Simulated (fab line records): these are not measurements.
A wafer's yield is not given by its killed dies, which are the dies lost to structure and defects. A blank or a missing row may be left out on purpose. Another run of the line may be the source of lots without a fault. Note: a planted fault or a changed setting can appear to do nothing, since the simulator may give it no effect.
Lot-split experiment | flow n5 finfet | 21 wafers read from 7 lots, route of 1938 steps

## THE SPLIT
At N5_BEOL_M1_COAT_62 (time 60 s, resist thk 12 nm), the setting spin rpm was moved away from the recipe's 1500 rpm on 7 of the 21 wafers read, by -10.2% to +6.1%. The other wafers ran this setting at the recipe's value.

## FROM THE SPLIT TO THE READING: what the file shows between them, 4 steps
- N5_BEOL_M1_COAT_73: time 60 s, resist thk 5 nm
- N5_BEOL_M1_COAT_05: resist thk 30 nm
- N5_BEOL_M1_DESCUM_16: chemistry O2, time 7 s
- N5_BEOL_M1_ETCH_74: etches underlayer in N2/H2, target depth 6.5 nm, time 5.2 s

## THE READING
CAR-EUV_of_BEOL_M1_COAT_05.thk nm (the simulator's own value, which no gauge read), in nm, at N5_BEOL_M1_ETCH_63 (etches SiARC in CF4, target depth 15.6 nm, time 26 s). The file does not state a usual value for it. Average 11.2 nm, standard deviation 0.07 nm, over the 14 wafers here run with the recipe.

wafer  | tool, chamber at the split | spin rpm as run, rpm | against the recipe | CAR-EUV_of_BEOL_M1_COAT_05.thk nm, nm | against lot-mates on the recipe
L079.1 | litho track-02, 0          | 1500                 | recipe             | 11                                    | -
L079.2 | litho track-02, 0          | 1500                 | recipe             | 11.2                                  | -
L079.3 | litho track-02, 0          | 1500                 | recipe             | 11.2                                  | -
L080.3 | litho track-03, 0          | 1500                 | recipe             | 11                                    | -
L080.4 | litho track-03, 0          | 1500                 | recipe             | 11.2                                  | -
L080.6 | litho track-03, 0          | 1591                 | +6.1%              | 11.4                                  | +0.3
L081.1 | litho track-02, 0          | 1500                 | recipe             | 11.2                                  | -
L081.4 | litho track-02, 0          | 1500                 | recipe             | 11.2                                  | -
L081.6 | litho track-02, 0          | 1500                 | recipe             | 11.2                                  | -
L082.2 | litho track-01, 0          | 1361                 | -9.3%              | 10.6                                  | -0.6
L082.3 | litho track-01, 0          | 1361                 | -9.3%              | 10.8                                  | -0.4
L082.4 | litho track-01, 0          | 1500                 | recipe             | 11.2                                  | -
L088.3 | litho track-01, 0          | 1500                 | recipe             | 11.2                                  | -
L088.4 | litho track-01, 0          | 1500                 | recipe             | 11.2                                  | -
L088.6 | litho track-01, 0          | 1347                 | -10.2%             | 10.6                                  | -0.6
L097.4 | litho track-03, 0          | 1573                 | +4.9%              | 11.4                                  | no lot-mate on the recipe
L097.5 | litho track-03, 0          | 1573                 | +4.9%              | 11.4                                  | no lot-mate on the recipe
L097.6 | litho track-03, 0          | 1573                 | +4.9%              | 11.4                                  | no lot-mate on the recipe
L096.1 | litho track-01, 0          | 1500                 | recipe             | 11.2                                  | -
L096.5 | litho track-01, 0          | 1500                 | recipe             | 11.2                                  | -
L096.6 | litho track-01, 0          | 1500                 | recipe             | 11.2                                  | -

FIT RESULTS
A straight line over all 21 wafers: CAR-EUV_of_BEOL_M1_COAT_05.thk nm changes by +0.0501 nm for each +1% of spin rpm; r = +0.95; the points scatter about the line by 0.071 nm.
The same after taking each lot's own level away (the mean of its wafers on the recipe; 18 wafers): +0.0548 nm for each +1%; r = +0.96; scatter 0.066 nm.
The reading moves by 0.56 nm for the largest change in spin rpm, on that fit.
From 11.10 to 11.20 nm: that is the span of the lots' own levels, equal to 1.4 times the standard deviation above.
The two slopes are in agreement: the lot-to-lot level therefore moves the slope only a little.
Check: with one of the wafers moved furthest among these (-10.2%) left out of the fit, the line predicts -0.543 nm for it against its lot-mates. It came out at -0.6 nm against them.

## THESE WAFERS: OTHER SPLITS
Note: prior to the reading, these wafers also went through further splits. Each is held against what the fit with the lots' levels taken away leaves over:
other split on the same wafers         | wafers away from the commonest value | r with CAR-EUV_of_BEOL_M1_COAT_05.thk nm (lot level and that fit taken away)
N5_HKMG_FIN_PEB_47 peb time s          | 6                                    | +0.24
N5_GATE_CUT_COAT_27 spin rpm           | 8                                    | -0.15
N5_GATE_CUT_DESCUM_18 time s           | 7                                    | -0.04
N5_MOL_CONTACT_COAG_ETCH_15 source w   | 4                                    | -0.27
N5_BEOL_M0_SAQP_COAT_08 spin rpm       | 4                                    | -0.18
N5_BEOL_M0_SAQP_MANDREL_ETCH_20 bias w | 6                                    | -0.15
N5_BEOL_M0_SAQP_STRIP_86 h2 flow sccm  | 7                                    | +0.30
N5_BEOL_M1_ILD_DEP_00 time s           | 6                                    | +0.26

## THE WHOLE CHAIN: every reading that the file lists as answering this split, in the file's order
step               | what it does                                         | reading                                                                            | change (the file's fit)                | r (the file's)
N5_BEOL_M1_COAT_62 | time 60 s, resist thk 12 nm                          | SiARC_of_BEOL_M1_COAT_62.thk nm (the simulator's own value, which no gauge read)   | -0.0622 nm for each +1% of the setting | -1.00
N5_BEOL_M1_ETCH_63 | etches SiARC in CF4, target depth 15.6 nm, time 26 s | etch.depth nm (the simulator's own value, which no gauge read)                     | -0.0616 nm for each +1% of the setting | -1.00
N5_BEOL_M1_ETCH_63 | etches SiARC in CF4, target depth 15.6 nm, time 26 s | CAR-EUV_of_BEOL_M1_COAT_05.thk nm (the simulator's own value, which no gauge read) | +0.0555 nm for each +1% of the setting | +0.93

## THE FILE'S OWN FIT
CAR-EUV_of_BEOL_M1_COAT_05.thk nm changes by +0.0555 nm for each +1% of spin rpm, r = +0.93.
